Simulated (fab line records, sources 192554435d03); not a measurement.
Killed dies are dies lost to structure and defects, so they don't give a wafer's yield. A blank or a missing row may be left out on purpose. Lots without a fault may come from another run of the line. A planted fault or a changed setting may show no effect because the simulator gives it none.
fab line records | flow n5_finfet
record lots=11 wafers=33 last_day=17
route steps=1938 shown BEOL_M11@1569 BEOL_M12@1602 PASSIVATION@1936
lots that met no fault: from a run of the same line without faults
start_h: hours from the record's first day to the start of the lot's first wafer shown | wait_h: hours since the lot's step before | " the same as in the row above | L1.1+2: a row that stands for several wafers | - no value, or no start given | * or withheld: withheld | < > ~ a bound
route shown NAME@n: a module of which the file shows steps, and the number in the route of the first | usual: mean/standard deviation of fault-free wafers | same: alike in all rows | chamber/n: place in a boat | sites: the reading at each site | _std_site: their standard deviation | _edge_site: outer sites' mean less inner sites' | radius_mm: how far each site lies from the wafer's centre | mask NAME#n: copy n | behind: the tool/chamber that last shaped the wafer | hold: why the lot was held/for how many hours/how that ended | device: the transistor (n, p or np) that didn't switch | end of line: the same wafers' tests at the end of the route | a step without rows: its recipe alone | killed: dies lost to structure and defects at the first sort, not the wafer's yield | map: a wafer's dies, x killed, . not, _ none there
set.NAME: the setting as run; set.NAME@STEP: as run at that earlier step | model.NAME: the simulator's own value behind a step, which no gauge read
steps of the route over a sample of lots; a table a step, a row a wafer
services: from which hour (start_h, from the record's first day; less than 0 if before it) a tool's chamber was out of use, for how many hours, and why
## steps
# step N5_BEOL_M11_OVL_MEAS_29
# recipe points_per_wafer=44
# usual V10_OVL=0.0/0.71
# columns lot.wafer tool chamber start_h wait_h V10_OVL[nm]
L597.1 overlay-02 0 222.89 0.0 -0.9
L597.3 " 0 " " 0.5
L597.6 " 0 " " 0.3
L600.3 overlay-02 0 246.59 0.0 0.2
L600.4 " 0 " " -0.3
L600.6 " 0 " " 0.3
L601.1 overlay-01 0 255.33 0.0 0.1
L601.3 " 0 " " 0.8
L601.5 " 0 " " 0.5
L602.1 overlay-01 0 259.94 0.0 -0.5
L602.5 " 0 " " 0.3
L602.6 " 0 " " 0.1
L608.2 overlay-01 0 293.67 0.0 -0.8
L608.3 " 0 " " 0.2
L608.4 " 0 " " -0.4
L610.2 overlay-02 0 299.20 0.0 0.8
L610.3 " 0 " " 0.0
L610.6 " 0 " " 0.5
L611.1 overlay-01 0 314.90 0.1 -0.5
L611.3 " 0 " " -1.0
L611.4 " 0 " " -0.3
L613.2 overlay-01 0 328.22 0.0 -0.3
L613.5 " 0 " " -0.1
L613.6 " 0 " " -0.2
L617.1 overlay-02 0 350.85 0.0 -0.1
L617.2 " 0 " " 0.8
L617.6 " 0 " " 0.7
L620.1 overlay-01 0 357.79 0.0 -0.9
L620.2 " 0 " " -0.3
L620.5 " 0 " " -0.8
L616.3 overlay-01 0 357.96 0.0 0.1
L616.4 " 0 " " -0.6
L616.6 " 0 " " -1.2
# step N5_BEOL_M11_STRIP_77
# recipe chemistry=N2/H2 time_s=10 power_w=450 temp_c=40 pressure_mtorr=20 rf_frequency_hz=6e+07 bias_power_w=7 n2_flow_sccm=200 h2_flow_sccm=200
# usual drypump_motor_current_A=5.7/0.41 oes_product_au=0.79/0.076 rf_vpp_V=59.1/0.93 showerhead_plenum_p_Torr=2.54/0.057 throttle_valve_pct=23.5/0.34
# same time_s=10
# columns lot.wafer tool chamber start_h wait_h drypump_motor_current_A oes_product_au rf_hours_counter_h rf_vpp_V showerhead_plenum_p_Torr throttle_valve_pct
L597.1 rie_diel-01 1 - - 5.8 0.84 91 58.8 2.56 23.6
L597.3 " 2 " " 5.7 0.84 69 59.0 2.46 23.1
L597.6 " 1 " " 5.7 0.83 - 60.3 2.56 23.5
L600.3 rie_diel-05 1 - - 6.2 0.78 117 60.2 2.54 24.1
L600.4 " 0 " " 5.7 0.69 247 59.3 2.49 23.9
L600.6 " 2 " " 5.0 0.87 - 58.3 2.58 22.8
L601.1 rie_diel-05 1 - - 6.2 0.79 119 59.5 2.54 24.0
L601.3 " 3 " " 5.4 0.73 194 59.9 2.51 23.9
L601.5 " 0 " " 5.7 0.69 - 59.0 2.49 23.9
L602.1 rie_diel-05 3 - - 5.4 0.73 194 59.8 2.51 23.9
L602.5 " 3 " " 5.4 0.72 - 58.4 2.51 23.9
L602.6 " 0 " " 5.7 0.69 - 58.8 2.49 23.9
L608.2 rie_diel-01 1 - - 5.7 0.80 113 60.2 2.55 23.6
L608.3 " 3 " " 5.1 0.91 36 59.9 2.59 23.4
L608.4 " 2 " " 5.7 0.80 95 59.6 2.45 23.1
L610.2 rie_diel-05 3 - - 5.4 0.71 196 58.6 2.51 23.9
L610.3 " 2 " " 5.0 0.86 49 59.0 2.58 22.9
L610.6 " 3 " " 5.4 0.72 - 57.9 2.51 23.9
L611.1 rie_diel-03 3 - - 6.3 0.83 85 58.6 2.57 23.4
L611.3 " 2 " " 5.4 0.71 180 58.8 2.53 23.8
L611.4 " 1 " " 6.2 0.71 202 60.1 2.63 23.8
L613.2 rie_diel-05 2 - - 5.0 0.85 58 59.3 2.57 22.8
L613.5 " 0 " " 5.7 0.96 - 59.1 2.49 23.5
L613.6 " 1 " " 6.2 0.77 - 58.9 2.54 24.1
L617.1 rie_diel-03 0 - - 6.2 0.73 184 60.3 2.42 23.3
L617.2 " 2 " " 5.5 0.70 192 59.6 2.52 23.8
L617.6 " 2 " " 5.4 0.70 - 60.2 2.52 23.8
L620.1 rie_diel-03 2 - - 5.5 0.71 194 58.9 2.52 23.9
L620.2 " 0 " " 6.2 0.73 186 58.9 2.42 23.3
L620.5 " 2 " " 5.4 0.71 - 59.6 2.52 23.8
L616.3 rie_diel-01 0 - - 5.6 0.72 194 59.8 2.53 23.8
L616.4 " 3 " " 5.2 0.87 59 59.2 2.58 23.4
L616.6 " 3 " " 5.2 0.86 - 60.1 2.58 23.4
# step N5_BEOL_M11_PRE_CLEAN_45
# recipe gas=H2/He time_s=30 temp_c=250
# usual heater_power_w=349/47
# same time_s=30
# columns lot.wafer tool chamber start_h wait_h heater_power_w
L597.1 pvd_sputter-03 - 224.31 0.0 325
L597.3 " - " " 307
L597.6 " - " " 323
L600.3 pvd_sputter-01 - 247.99 0.0 411
L600.4 " - " " 368
L600.6 " - " " 341
L601.1 pvd_sputter-02 - 256.93 0.0 276
L601.3 " - " " 415
L601.5 " - " " 400
L602.1 pvd_sputter-02 - 262.05 0.0 395
L602.5 " - " " 398
L602.6 " - " " 422
L608.2 pvd_sputter-01 - 295.62 0.0 411
L608.3 " - " " 338
L608.4 " - " " 314
L610.2 pvd_sputter-02 - 301.94 0.0 426
L610.3 " - " " 320
L610.6 " - " " 397
L611.1 pvd_sputter-02 - 316.35 0.0 288
L611.3 " - " " 330
L611.4 " - " " 396
L613.2 pvd_sputter-02 - 329.45 0.0 420
L613.5 " - " " 413
L613.6 " - " " 280
L617.1 pvd_sputter-01 - 351.99 0.0 343
L617.2 " - " " 307
L617.6 " - " " 353
L620.1 pvd_sputter-03 - 359.15 0.0 292
L620.2 " - " " 353
L620.5 " - " " 336
L616.3 pvd_sputter-02 - 359.58 0.0 429
L616.4 " - " " 391
L616.6 " - " " 311
# step N5_BEOL_M12_ILD_DEP_00
# recipe material=SiOC target_thk_a=6589.2 temp_c=350 precursor=DEMS/O2 pressure_torr=5 rf_w=500 time_s=130.7
# usual heater_power_outer_w=304/47 heater_power_w=537/72 showerhead_plenum_p_Torr=5.698/0.014 throttle_valve_pct=11.9/0.48
# same time_s=130.7
# columns lot.wafer tool chamber start_h wait_h heater_power_outer_w heater_power_w showerhead_plenum_p_Torr throttle_valve_pct
L597.1 pecvd-02 0 226.86 0.0 282 501 5.727 11.8
L597.3 " 2 " " 309 594 5.711 12.4
L597.6 " 0 " " 304 534 5.698 11.8
L600.3 pecvd-02 2 249.64 0.0 310 612 5.705 12.6
L600.4 " 2 " " 321 610 5.703 12.3
L600.6 " 1 " " 270 475 5.696 11.7
L601.1 pecvd-02 2 258.60 0.0 279 561 5.710 12.5
L601.3 " 1 " " 304 517 5.687 11.6
L601.5 " 0 " " 329 577 5.703 11.5
L602.1 pecvd-02 2 266.54 0.0 325 613 5.692 12.7
L602.5 " 2 " " 240 494 5.700 12.5
L602.6 " 0 " " 330 550 5.702 11.7
L608.2 pecvd-04 0 297.22 0.0 427 729 5.705 11.8
L608.3 " 2 " " 332 535 5.706 11.1
L608.4 " 2 " " 365 580 5.695 10.8
L610.2 pecvd-03 2 303.82 0.0 326 563 5.699 11.7
L610.3 " 0 " " 273 475 5.680 12.3
L610.6 " 2 " " 245 464 5.713 11.8
L611.1 pecvd-02 1 318.09 0.0 294 520 5.694 11.3
L611.3 " 2 " " 283 567 5.703 12.6
L611.4 " 1 " " 308 538 5.677 11.7
L613.2 pecvd-04 1 331.39 0.0 283 510 5.680 12.2
L613.5 " 1 " " 287 519 5.664 12.0
L613.6 " 0 " " 425 752 5.706 11.9
L617.1 pecvd-04 0 353.90 0.0 356 665 5.714 12.1
L617.2 " 2 " " 402 589 5.708 10.8
L617.6 " 2 " " 397 617 5.679 10.8
L620.1 pecvd-04 0 361.35 0.0 415 720 5.684 12.0
L620.2 " 2 " " 374 593 5.694 10.7
L620.5 " 1 " " 258 464 5.673 12.1
L616.3 pecvd-03 0 361.68 0.0 268 452 5.682 12.2
L616.4 " 2 " " 313 555 5.694 11.7
L616.6 " 0 " " 274 469 5.684 12.5
# step N5_BEOL_M12_THK_MEAS_01
# recipe reads=SiOC_of_BEOL_M12_ILD_DEP_00
# usual M12_ILD_THK=660/8.1
# columns lot.wafer tool chamber start_h wait_h M12_ILD_THK[nm]
L597.1 film_metro-02 - 226.99 0.1 645
L597.3 " - " " 650
L597.6 " - " " 654
L600.3 film_metro-01 - 249.77 0.1 657
L600.4 " - " " 670
L600.6 " - " " 665
L601.1 film_metro-02 - 258.73 0.1 644
L601.3 " - " " 646
L601.5 " - " " 572
L602.1 film_metro-02 - 266.67 0.1 655
L602.5 " - " " 665
L602.6 " - " " 587
L608.2 film_metro-02 - 297.35 0.1 656
L608.3 " - " " 656
L608.4 " - " " 672
L610.2 film_metro-02 - 303.95 0.1 649
L610.3 " - " " 654
L610.6 " - " " 668
L611.1 film_metro-01 - 318.27 0.1 650
L611.3 " - " " 665
L611.4 " - " " 669
L613.2 film_metro-02 - 331.52 0.1 664
L613.5 " - " " 664
L613.6 " - " " 671
L617.1 film_metro-01 - 354.03 0.1 654
L617.2 " - " " 657
L617.6 " - " " 679
L620.1 film_metro-01 - 361.48 0.1 661
L620.2 " - " " 667
L620.5 " - " " 672
L616.3 film_metro-01 - 361.82 0.1 662
L616.4 " - " " 664
L616.6 " - " " 666
# step N5_PASSIVATION_PROBE_49
# usual defect_limited_yield=91.3/1.3 killed_at_M0_to_M3=33/8.9 killed_at_M4_up=15/5.4 killed_at_contacts=13/5.8 killed_at_front_end=39/9.9 killed_at_other=3.2/2.9 killed_dies=102/15 killed_open=68/12 killed_short=34/7.6 sort_bin_5_function=5.1/0.89 sort_bin_6_memory=3.2/0.63 sort_n_pass=1078/15 sort_yield_pct=91.3/1.3
# same gross_dies=1180 killed_at_back_side=0 sort_bin_4_leakage[%]=0 sort_bin_8_speed[%]=0
# columns lot.wafer tool chamber start_h wait_h defect_limited_yield[%] killed_at_M0_to_M3 killed_at_M4_up killed_at_contacts killed_at_front_end killed_at_other killed_dies killed_open killed_short sort_bin_5_function[%] sort_bin_6_memory[%] sort_n_pass sort_yield_pct[%]
L597.1 prober-01 - 263.01 0.0 90.9 24 24 14 41 4 107 79 28 5.0 3.7 1073 90.9
L597.3 prober-01 - 263.11 0.1 92.7 27 12 11 33 3 86 56 30 3.9 3.3 1094 92.7
L597.6 prober-01 - 263.26 0.3 92.0 45 11 9 21 8 94 59 34 5.2 2.2 1086 92.0
L600.3 prober-02 - 286.52 0.1 92.1 40 16 7 20 10 93 67 26 4.7 3.1 1087 92.1
L600.4 prober-02 - 286.57 0.2 90.7 44 18 13 29 6 110 70 38 5.3 3.9 1070 90.7
L600.6 prober-02 - 286.67 0.3 93.4 29 12 4 26 7 78 50 27 3.9 2.5 1102 93.4
L601.1 prober-02 - 294.38 0.0 93.8 19 12 13 29 0 73 48 25 3.0 2.9 1107 93.8
L601.3 prober-02 - 294.48 0.1 91.4 37 12 12 40 1 102 67 35 4.9 3.4 1078 91.4
L601.5 prober-02 - 294.58 0.2 87.8 33 56 7 47 1 144 68 42 8.6 3.0 1036 87.8
L602.1 prober-02 - 301.04 0.0 92.0 25 7 14 39 9 94 62 32 4.5 3.0 1086 92.0
L602.5 prober-02 - 301.24 0.2 92.4 20 21 16 29 4 90 63 27 5.0 2.4 1090 92.4
L602.6 prober-02 - 301.29 0.3 90.3 29 33 4 45 4 115 75 24 5.9 3.5 1065 90.3
L608.2 prober-01 - 336.70 0.1 92.5 18 19 7 36 8 88 60 27 4.2 3.1 1092 92.5
L608.3 prober-01 - 336.75 0.1 92.1 29 8 14 31 11 93 57 36 4.4 3.1 1087 92.1
L608.4 prober-01 - 336.80 0.2 89.5 27 28 8 55 6 124 85 36 6.5 3.7 1056 89.5
L613.2 prober-02 - 374.12 0.1 91.8 30 16 13 35 3 97 63 33 5.1 3.1 1083 91.8
L613.5 prober-02 - 374.27 0.2 91.7 20 13 16 44 5 98 69 28 5.3 2.7 1082 91.7
L613.6 prober-02 - 374.32 0.3 90.6 28 14 18 46 5 111 76 32 5.0 4.1 1069 90.6
L620.1 prober-02 - 403.86 0.0 92.2 25 10 12 45 0 92 62 30 4.6 2.9 1088 92.2
L620.2 prober-02 - 403.91 0.1 93.6 28 3 13 29 2 75 50 25 3.7 2.4 1105 93.6
L620.5 prober-02 - 404.06 0.2 91.0 34 12 10 49 1 106 68 38 5.6 2.8 1074 91.0
# killed by level:class
L597.1 BEOL_M0_SAQP:geometric_particle:open=9 FIN_SAQP:geometric_particle:open=8 MOL_CONTACT_COAG:geometric_particle:open=8 BEOL_M4:geometric_particle:open=8 STARTING-WAFER:geometric_particle:open=7 MOL_CONTACT_COAG:geometric_particle:short=6 STI_FIN_REVEAL:geometric_particle:open=5 BEOL_M5:geometric_particle:open=5
L597.3 BEOL_M0_SAQP:geometric_particle:open=12 MOL_CONTACT_COAG:geometric_particle:open=9 BEOL_M0_SAQP:geometric_particle:short=8 FIN_SAQP:geometric_particle:short=7 STI_FIN_REVEAL:geometric_particle:open=5 DUMMY_GATE:geometric_particle:open=5 FIN_SAQP:geometric_particle:open=4 BEOL_M3:geometric_particle:open=4
L597.6 BEOL_M0_SAQP:geometric_particle:short=10 BEOL_M0_SAQP:geometric_particle:open=9 MOL_CONTACT_COAG:geometric_particle:open=8 BEOL_M3:geometric_particle:open=8 BEOL_M1:geometric_particle:open=6 BEOL_M3:geometric_particle:short=6 PASS1_CAP:geometric_particle:open=5 STARTING-WAFER:geometric_particle:open=5
L600.3 BEOL_M0_SAQP:geometric_particle:open=13 FIN_SAQP:geometric_particle:open=9 BEOL_M0_SAQP:geometric_particle:short=8 BEOL_M2:geometric_particle:open=7 MOL_CONTACT_COAG:geometric_particle:open=6 BEOL_M4:geometric_particle:open=6 PAD_METAL:geometric_particle:open=6 BEOL_M2:geometric_particle:short=4
L600.4 MOL_CONTACT_COAG:geometric_particle:open=11 BEOL_M2:geometric_particle:short=8 BEOL_M0_SAQP:geometric_particle:open=7 BEOL_M2:geometric_particle:open=7 DUMMY_GATE:geometric_particle:open=6 BEOL_M0_SAQP:geometric_particle:short=6 STARTING-WAFER:geometric_particle:open=6 GATE_CUT:geometric_particle:short=5
L600.6 BEOL_M0_SAQP:geometric_particle:short=6 BEOL_M2:geometric_particle:open=6 DUMMY_GATE:geometric_particle:open=5 GATE_CUT:geometric_particle:short=5 BEOL_M0_SAQP:geometric_particle:open=5 BEOL_M3:geometric_particle:open=5 FIN_SAQP:geometric_particle:open=4 MOL_CONTACT_COAG:geometric_particle:open=4
L601.1 MOL_CONTACT_COAG:geometric_particle:open=11 FIN_SAQP:geometric_particle:short=5 BEOL_M0_SAQP:geometric_particle:open=5 BEOL_M0_SAQP:geometric_particle:short=5 STARTING-WAFER:geometric_particle:open=5 FIN_SAQP:geometric_particle:open=4 STI_FIN_REVEAL:geometric_particle:open=4 BEOL_M2:geometric_particle:open=4
L601.3 BEOL_M0_SAQP:geometric_particle:short=17 BEOL_M0_SAQP:geometric_particle:open=12 MOL_CONTACT_COAG:geometric_particle:open=10 STI_FIN_REVEAL:geometric_particle:open=9 FIN_SAQP:geometric_particle:short=6 FIN_SAQP:geometric_particle:open=5 ILD0:geometric_particle:open=4 BEOL_M2:geometric_particle:open=4
L601.5 BEOL_M12:area_etch=34 FIN_SAQP:geometric_particle:open=13 FIN_SAQP:geometric_particle:short=12 BEOL_M4:geometric_particle:open=12 BEOL_M0_SAQP:geometric_particle:open=10 BEOL_M2:geometric_particle:open=10 BEOL_M0_SAQP:geometric_particle:short=9 STI_FIN_REVEAL:geometric_particle:open=5
L602.1 MOL_CONTACT_COAG:geometric_particle:open=13 FIN_SAQP:geometric_particle:open=9 FIN_SAQP:geometric_particle:short=8 BEOL_M2:geometric_particle:open=7 STI_FIN_REVEAL:geometric_particle:open=5 BEOL_M0_SAQP:geometric_particle:open=5 PASS1_CAP:geometric_particle:short=5 STARTING-WAFER:geometric_particle:open=4
L602.5 BEOL_M4:geometric_particle:open=12 MOL_CONTACT_COAG:geometric_particle:open=11 FIN_SAQP:geometric_particle:open=7 STI_FIN_REVEAL:geometric_particle:open=7 MOL_CONTACT_COAG:geometric_particle:short=5 BEOL_M0_SAQP:geometric_particle:open=4 BEOL_M1:geometric_particle:open=4 BEOL_M3:geometric_particle:open=4
L602.6 FIN_SAQP:geometric_particle:open=17 BEOL_M12:area_etch=16 BEOL_M2:geometric_particle:open=11 BEOL_M4:geometric_particle:open=8 BEOL_M1:geometric_particle:open=6 STI_FIN_REVEAL:geometric_particle:open=6 ILD0:geometric_particle:short=6 BEOL_M3:geometric_particle:open=6
L608.2 FIN_SAQP:geometric_particle:open=15 FIN_SAQP:geometric_particle:short=11 BEOL_M4:geometric_particle:open=10 MOL_CONTACT_COAG:geometric_particle:open=7 DUMMY_GATE:geometric_particle:open=5 BEOL_M2:geometric_particle:open=5 BEOL_M3:geometric_particle:open=4 PAD_METAL:geometric_particle:short=4
L608.3 FIN_SAQP:geometric_particle:short=12 MOL_CONTACT_COAG:geometric_particle:open=11 BEOL_M3:geometric_particle:open=8 PAD_METAL:geometric_particle:short=6 BEOL_M0_SAQP:geometric_particle:open=5 BEOL_M1:geometric_particle:open=5 FIN_SAQP:geometric_particle:open=4 BEOL_M0_SAQP:geometric_particle:short=4
L608.4 BEOL_M4:geometric_particle:open=19 FIN_SAQP:geometric_particle:open=17 FIN_SAQP:geometric_particle:short=14 BEOL_M3:geometric_particle:open=13 STI_FIN_REVEAL:geometric_particle:open=10 MOL_CONTACT_COAG:geometric_particle:open=5 BEOL_M3:geometric_particle:short=5 BEOL_M5:geometric_particle:open=4
L613.2 MOL_CONTACT_COAG:geometric_particle:open=9 BEOL_M0_SAQP:geometric_particle:short=9 STI_FIN_REVEAL:geometric_particle:open=8 BEOL_M4:geometric_particle:open=8 BEOL_M3:geometric_particle:open=8 DUMMY_GATE:geometric_particle:open=7 FIN_SAQP:geometric_particle:short=5 MOL_CONTACT_COAG:geometric_particle:short=4
L613.5 STI_FIN_REVEAL:geometric_particle:open=14 MOL_CONTACT_COAG:geometric_particle:open=13 FIN_SAQP:geometric_particle:open=10 BEOL_M4:geometric_particle:open=8 STI_FIN_REVEAL:geometric_particle:short=6 BEOL_M3:geometric_particle:open=5 FIN_SAQP:geometric_particle:short=4 BEOL_M0_SAQP:geometric_particle:short=4
L613.6 STI_FIN_REVEAL:geometric_particle:open=16 MOL_CONTACT_COAG:geometric_particle:open=13 BEOL_M0_SAQP:geometric_particle:open=9 DUMMY_GATE:geometric_particle:open=7 BEOL_M0_SAQP:geometric_particle:short=6 STARTING-WAFER:geometric_particle:open=5 MOL_CONTACT_COAG:geometric_particle:short=5 BEOL_M3:geometric_particle:open=5
L620.1 STI_FIN_REVEAL:geometric_particle:open=11 MOL_CONTACT_COAG:geometric_particle:open=11 FIN_SAQP:geometric_particle:short=8 BEOL_M4:geometric_particle:open=8 BEOL_M0_SAQP:geometric_particle:short=7 STARTING-WAFER:geometric_particle:short=7 DUMMY_GATE:geometric_particle:open=5 BEOL_M1:geometric_particle:open=5
L620.2 MOL_CONTACT_COAG:geometric_particle:open=10 BEOL_M0_SAQP:geometric_particle:open=9 BEOL_M1:geometric_particle:open=8 STI_FIN_REVEAL:geometric_particle:open=6 GATE_CUT:geometric_particle:short=6 GATE_CUT:geometric_particle:open=3 MOL_CONTACT_COAG:geometric_particle:short=3 BEOL_M2:geometric_particle:short=3
L620.5 BEOL_M1:geometric_particle:open=13 FIN_SAQP:geometric_particle:short=12 MOL_CONTACT_COAG:geometric_particle:open=10 STI_FIN_REVEAL:geometric_particle:open=8 BEOL_M4:geometric_particle:open=8 GATE_CUT:geometric_particle:short=7 FIN_SAQP:geometric_particle:open=6 GATE_CUT:geometric_particle:open=5
## services
# columns tool chamber start_h hours kind
pecvd-04 1 199.60 5.5 scheduled_down
pecvd-03 - 199.99 14.6 pm
pecvd-04 2 205.34 - clean
pecvd-04 2 205.34 - consumable_replace:showerhead
pecvd-04 2 205.34 29.0 scheduled_down
pecvd-04 2 205.34 29.0 vent_cycle
rie_diel-01 - 232.90 2.8 pm
rie_diel-03 2 248.66 32.5 repair
rie_diel-05 - 255.94 4.4 repair
rie_diel-03 3 261.12 1.6 repair
rie_diel-05 0 261.54 - clean
rie_diel-05 0 261.54 - consumable_replace:focus_ring
rie_diel-05 0 261.54 20.1 scheduled_down
rie_diel-05 0 261.54 20.1 vent_cycle
rie_diel-05 - 265.35 34.4 repair
pecvd-03 1 272.89 2.1 scheduled_down
pecvd-03 - 331.52 6.0 pm
pvd_sputter-03 - 338.38 2.8 repair
rie_diel-03 1 349.49 7.0 repair
rie_diel-05 3 353.07 7.0 repair
## key
first_sign step=N5_BEOL_M12_THK_MEAS_01 reading=M12_ILD_THK direction=down sigmas=9.9 usual=660 struck=580
effect step=N5_PASSIVATION_PROBE_49 reading=killed_at_M4_up direction=up sigmas=5.6 usual=15 struck=44
met_at N5_BEOL_M12_ILD_DEP_00
struck_lots L601,L602
struck_wafers L601.5,L602.6
not_acting_at N5_BEOL_M11_OVL_MEAS_29,N5_BEOL_M11_STRIP_77,N5_BEOL_M11_PRE_CLEAN_45
onset_between 226.86 258.60
fault kind=site_profile_drift tool=pecvd-02 chamber=0 onset_h=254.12 steps=N5_BEOL_M12_ILD_DEP_00 basis=fraction max_abs_drift=0.26671 slope_share_per_hr=59.269 site_pattern=0,0,0,0,0,-1,-1,-1,-1
